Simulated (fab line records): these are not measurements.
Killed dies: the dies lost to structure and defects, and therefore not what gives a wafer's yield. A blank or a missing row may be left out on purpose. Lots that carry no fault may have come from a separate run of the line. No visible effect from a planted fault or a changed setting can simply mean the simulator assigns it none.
Which tool did it? || flow n5Finfet || 7 lots, 21 wafers sampled, at 2 steps of a route of 1938

## WHAT THE GAUGES SHOWED, per wafer
N5_BEOL_M12_OCD_MEAS_35.
{"lot": "L575", "measured": "day 10 23:21", "on": "ocd-01", "trenchDepthNm (nm)": "319 315 320"}
{"lot": "L580", "measured": "day 12 05:19", "on": "ocd-01", "trenchDepthNm (nm)": "324 325 321"}
{"lot": "L585", "measured": "day 13 09:46", "on": "ocd-02", "trenchDepthNm (nm)": "317 324 322"}
{"lot": "L586", "measured": "day 14 07:31", "on": "ocd-01", "trenchDepthNm (nm)": "317 326 319"}
{"lot": "L589", "measured": "day 14 09:20", "on": "ocd-01", "trenchDepthNm (nm)": "319 318 325"}
{"lot": "L592", "measured": "day 14 12:46", "on": "ocd-02", "trenchDepthNm (nm)": "320 316 323"}
{"lot": "L597", "measured": "day 16 14:19", "on": "ocd-02", "trenchDepthNm (nm)": "239 322 322"}

## EACH LOT AND THE TOOL THAT RAN IT (in order: tool; ch and the chambers of the sampled wafers; start)
{"lot": "L575", "N5_BEOL_M12_TRENCH_ETCH_34": "rieDiel-02 ch 2,3, day 10 23:12"}
{"lot": "L580", "N5_BEOL_M12_TRENCH_ETCH_34": "rieDiel-06 ch 0,2,3, day 12 05:10"}
{"lot": "L585", "N5_BEOL_M12_TRENCH_ETCH_34": "rieDiel-02 ch 1,2,3, day 13 09:36"}
{"lot": "L586", "N5_BEOL_M12_TRENCH_ETCH_34": "rieDiel-02 ch 0,2,3, day 14 07:22"}
{"lot": "L589", "N5_BEOL_M12_TRENCH_ETCH_34": "rieDiel-02 ch 0,3, day 14 09:11"}
{"lot": "L592", "N5_BEOL_M12_TRENCH_ETCH_34": "rieDiel-03 ch 0,1, day 14 12:37"}
{"lot": "L597", "N5_BEOL_M12_TRENCH_ETCH_34": "rieDiel-02 ch 1,2,3, day 16 14:10"}
- N5_BEOL_M12_TRENCH_ETCH_34: etches SiOC in C4F8/O2/Ar, target depth 318.95 nm, time 125.5 s.

## THE ANSWER, worked out from the rows above alone
Rule: usual is defined by the lots themselves. The widest of any qualifying gaps counts: lots, ordered by their means at a reading, are off when they make up no more than a third of the lots, leave a main group of 4 or more, and stand apart from it by 3 or more times the standard deviation of that group's means. A main group is skipped when, at the precision printed for the reading in the tables above, its means are all equal. A lot without any number at a reading at which 4 lots or more have one is off too. The other lots that the step has rows for count as sound.
Off at N5_BEOL_M12_OCD_MEAS_35 (trenchDepthNm): L597. For the main group the mean is 321 nm and the standard deviation 1.6.
A tool fits if, at a process step before that reading, it ran every lot that is off, and no sound lot after the first of them. Gauges at N5_BEOL_M12_OCD_MEAS_35: tried the same way as those tools. Can't be told from this: 2 tools fit, rieDiel-02 at N5_BEOL_M12_TRENCH_ETCH_34, ocd-02 at N5_BEOL_M12_OCD_MEAS_35.

## WHAT THE SIMULATOR HAD INSERTED
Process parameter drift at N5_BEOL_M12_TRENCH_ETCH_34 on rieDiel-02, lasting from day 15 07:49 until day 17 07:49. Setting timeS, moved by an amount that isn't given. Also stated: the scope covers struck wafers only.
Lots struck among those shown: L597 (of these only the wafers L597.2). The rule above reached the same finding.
